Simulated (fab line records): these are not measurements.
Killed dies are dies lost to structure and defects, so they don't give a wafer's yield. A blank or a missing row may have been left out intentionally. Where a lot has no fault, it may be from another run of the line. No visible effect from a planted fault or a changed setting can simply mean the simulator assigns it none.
Chamber matching || flow nand-harc || NHARC_P_M2_ETCH_35 on rie-diel-07: 4 sister chambers
The step etches the open film in N2/H2, target depth 40 nm, overetch 12 nm, time 43.94 s. 4 wafers are shown with their chamber, then 11 later ones without.

WAFERS PAIRED WITH THEIR CHAMBERS
{"wafer": "L087.5", "chamber": 2, "drypump-motor-current-A (A)": 5.6}
{"wafer": "L090.3", "chamber": 3, "drypump-motor-current-A (A)": 5.3}
{"wafer": "L090.6", "chamber": 0, "drypump-motor-current-A (A)": 5.9}
{"wafer": "L092.3", "chamber": 1, "drypump-motor-current-A (A)": 6.4}

WAFERS MISSING THEIR CHAMBER
{"wafer": "L092.4", "drypump-motor-current-A (A)": 5.3}
{"wafer": "L092.6", "drypump-motor-current-A (A)": 5.6}
{"wafer": "L093.1", "drypump-motor-current-A (A)": 5.3}
{"wafer": "L093.2", "drypump-motor-current-A (A)": 5.6}
{"wafer": "L093.3", "drypump-motor-current-A (A)": 6.5}
{"wafer": "L095.1", "drypump-motor-current-A (A)": 5.8}
{"wafer": "L095.2", "drypump-motor-current-A (A)": 5.6}
{"wafer": "L095.4", "drypump-motor-current-A (A)": 6.5}
{"wafer": "L096.3", "drypump-motor-current-A (A)": 5.3}
{"wafer": "L096.4", "drypump-motor-current-A (A)": 6.5}
{"wafer": "L096.5", "drypump-motor-current-A (A)": 6.5}

EACH ONE'S CHAMBER
{"wafer": "L092.4", "from the rows above": 3, "in truth": 3}
{"wafer": "L092.6", "from the rows above": 2, "in truth": 2}
{"wafer": "L093.1", "from the rows above": 3, "in truth": 3}
{"wafer": "L093.2", "from the rows above": 2, "in truth": 2}
{"wafer": "L093.3", "from the rows above": 1, "in truth": 1}
{"wafer": "L095.1", "from the rows above": "can't be placed: 0 or 2", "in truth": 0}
{"wafer": "L095.2", "from the rows above": 2, "in truth": 2}
{"wafer": "L095.4", "from the rows above": 1, "in truth": 1}
{"wafer": "L096.3", "from the rows above": 3, "in truth": 3}
{"wafer": "L096.4", "from the rows above": 1, "in truth": 1}
{"wafer": "L096.5", "from the rows above": 1, "in truth": 1}
10 of 11 placed correctly. Unplaceable from these rows: 1, with the true chamber sitting among the candidates in 1. Placed wrongly: 0.
How it was worked out, from the rows above alone: a wafer's distance from a chamber is the root of the sum, over the readings, of the square of ((its reading less the chamber's mean) divided by the reading's scatter). If the next closest chamber is less than 2 further off than the closest, the wafer can't be placed; otherwise it belongs to the closest. Each chamber's mean is taken over the wafers shown for it. The scatter: with one shown wafer a chamber, the root of the mean of the squares of how far each hidden wafer lies from its nearest shown one.
